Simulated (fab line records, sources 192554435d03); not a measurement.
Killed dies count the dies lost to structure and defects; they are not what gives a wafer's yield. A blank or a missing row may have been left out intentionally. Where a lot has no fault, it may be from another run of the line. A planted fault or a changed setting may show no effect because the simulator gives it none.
Which tool did it?    flow n5-finfet    12 lots, 35 wafers sampled, at 4 steps of a route of 1938

## WHAT THE GAUGES SHOWED, per wafer
N5_MIM_TOP_LITHO_OVL_MEAS_11. Usual: MIM_TOP_OVL 2 nm, standard deviation 4.5.
lot   measured      on          MIM_TOP_OVL (nm)  flag
L857  day 16 06:37  overlay-02  3 1 -4            
L855  day 16 12:44  overlay-01  8 -1 12           
L856  day 16 18:23  overlay-01  4 1 3             
L858  day 16 19:33  overlay-02  -3 1              
L859  day 16 19:56  overlay-01  0 4 -1            
L860  day 17 09:19  overlay-01  9 2 8             
L864  day 17 13:37  overlay-02  -2 6 4            
L865  day 18 14:22  overlay-02  5 9 6             
L875  day 20 16:25  overlay-01  7 3 1             
L876  day 21 10:01  overlay-01  2 5 4             
L877  day 21 10:16  overlay-01  -1 8 5            
L878  day 21 20:59  overlay-01  1 4 7             

N5_MIM_BOT_LITHO_INSPECT_12: inspects for defects (macro). Usual: raw-defect-count 2.3, standard deviation 1.5.
lot   measured      on                 raw-defect-count  flag
L857  day 16 07:33  defect-inspect-02  2 4 6             
L855  day 16 13:47  defect-inspect-02  1 1 0             
L856  day 16 19:12  defect-inspect-01  5 6 4             
L858  day 16 20:38  defect-inspect-01  3 3               
L859  day 16 21:08  defect-inspect-01  0 1 4             
L860  day 17 10:12  defect-inspect-02  1 4 1             
L864  day 17 14:31  defect-inspect-01  2 3 3             
L865  day 18 15:13  defect-inspect-01  1 7 2             
L875  day 20 17:36  defect-inspect-02  4 0 1             
L876  day 21 10:52  defect-inspect-02  1 5 2             
L877  day 21 11:01  defect-inspect-01  1 0 0             
L878  day 21 21:46  defect-inspect-01  1 4 1             

## EACH LOT AND THE TOOL THAT RAN IT (in order: tool; ch and the chambers of the sampled wafers; start)
lot   N5_MIM_TOP_ALD_01                            N5_MIM_TOP_ETCH_PECVD_03
L857  ald-hk-01 ch 2,3, day 16 06:37 or earlier    pecvd-03 ch 0,1,2, day 16 07:08
L855  ald-hk-02 ch 2,3, day 16 12:44 or earlier    pecvd-03 ch 0,1,2, day 16 13:14
L856  ald-hk-02 ch 2,3, day 16 18:23 or earlier    pecvd-04 ch 0,1, day 16 18:46
L858  ald-hk-02 ch 1,3, day 16 19:33 or earlier    pecvd-03 ch 0,2, day 16 20:06
L859  ald-hk-01 ch 0,2,3, day 16 19:56 or earlier  pecvd-04 ch 0,1, day 16 20:35
L860  ald-hk-02 ch 1,2,3, day 17 09:19 or earlier  pecvd-04 ch 0,1, day 17 09:40
L864  ald-hk-01 ch 2,3, day 17 13:37 or earlier    pecvd-04 ch 1,2, day 17 13:58
L865  ald-hk-03 ch 0,1,2, day 18 14:22 or earlier  pecvd-04 ch 0,1,2, day 18 14:49
L875  ald-hk-01 ch 0,1,2, day 20 16:25 or earlier  pecvd-02 ch 0,1,2, day 20 17:04
L876  ald-hk-03 ch 1,2,3, day 21 10:01 or earlier  pecvd-03 ch 0,1,2, day 21 10:28
L877  ald-hk-02 ch 0,1,3, day 21 10:16 or earlier  pecvd-04 ch 0,1, day 21 10:37
L878  ald-hk-03 ch 0,2,3, day 21 20:59 or earlier  pecvd-02 ch 0, day 21 21:20
- N5_MIM_TOP_ALD_01: deposits HfO2, target thk 5.6 nm, pulse time 1 s, purge time 3 s.
- N5_MIM_TOP_ETCH_PECVD_03: deposits SiNx from SiH4/NH3/N2, target thk 20 nm, time 17.6 s.

## AS READ BY THE TOOLS THEMSELVES (means over the sampled wafers that have a number; for cases with no such wafer, the mark the record gives instead)
N5_MIM_TOP_ALD_01. Usual: precursor-pulse-height-rel 0.998, standard deviation 0.02.
lot   tool       precursor-pulse-height-rel  flag
L857  ald-hk-01  0.995                       
L855  ald-hk-02  1.018                       
L856  ald-hk-02  0.993                       
L858  ald-hk-02  1.000                       
L859  ald-hk-01  1.009                       
L860  ald-hk-02  0.985                       
L864  ald-hk-01  1.001                       
L865  ald-hk-03  0.991                       
L875  ald-hk-01  0.981                       
L876  ald-hk-03  0.995                       
L877  ald-hk-02  0.991                       
L878  ald-hk-03  1.006                       

N5_MIM_TOP_ETCH_PECVD_03. Usual: chamber-pressure-Torr 1.500 Torr, standard deviation 0.0033; heater-power-outer-w 466 W, standard deviation 69; heater-power-w 798 W, standard deviation 130; showerhead-plenum-p-Torr 5.12 Torr, standard deviation 0.067; throttle-valve-pct 40.4 %, standard deviation 1.5.
lot   tool      chamber-pressure-Torr (Torr)  heater-power-outer-w (W)  heater-power-w (W)  showerhead-plenum-p-Torr (Torr)  throttle-valve-pct (%)  flag
L857  pecvd-03  1.499                         398                       666                 5.17                             40.7                    
L855  pecvd-03  1.502                         435                       715                 5.16                             40.3                    
L856  pecvd-04  1.499                         433                       790                 5.04                             41.7                    
L858  pecvd-03  1.494                         395                       680                 5.20                             39.8                    
L859  pecvd-04  1.498                         493                       864                 5.04                             41.7                    
L860  pecvd-04  1.498                         513                       900                 5.04                             41.7                    
L864  pecvd-04  1.501                         462                       816                 5.07                             40.6                    
L865  pecvd-04  1.500                         524                       916                 5.08                             40.4                    
L875  pecvd-02  -                             -                         -                   -                                -                       OFF
L876  pecvd-03  -                             -                         -                   -                                -                       OFF
L877  pecvd-04  1.501                         571                       986                 5.05                             41.4                    
L878  pecvd-02  1.503                         444                       743                 5.14                             40.8                    

## THE ANSWER, worked out from the rows above alone
Rule: a lot is off if the mean of its wafers that have a number lies more than 3 standard deviations from the usual mean. Also off: a lot with no number at a reading for which 4 or more lots have one. Where the step has rows for the other lots, those lots are counted as sound. First the gauges in route order, then the tools' own readings, where a lot's mean is used as printed above. The first step at which some lot is off is used, and at that step the reading that is off furthest; a lot without a number counts as furthest.
Off: L875, L876, at N5_MIM_TOP_ETCH_PECVD_03 (chamber-pressure-Torr). Without a number there: L875, L876.
A tool fits if, at that step or a process step before it, it ran every lot that is off, and no sound lot after the first of them. With no start given for some of its lots, N5_MIM_TOP_ALD_01 uses the hours and lot order of N5_MIM_TOP_LITHO_OVL_MEAS_11. Not one of the candidates tried fits.

## WHAT THE SIMULATOR HAD PUT IN
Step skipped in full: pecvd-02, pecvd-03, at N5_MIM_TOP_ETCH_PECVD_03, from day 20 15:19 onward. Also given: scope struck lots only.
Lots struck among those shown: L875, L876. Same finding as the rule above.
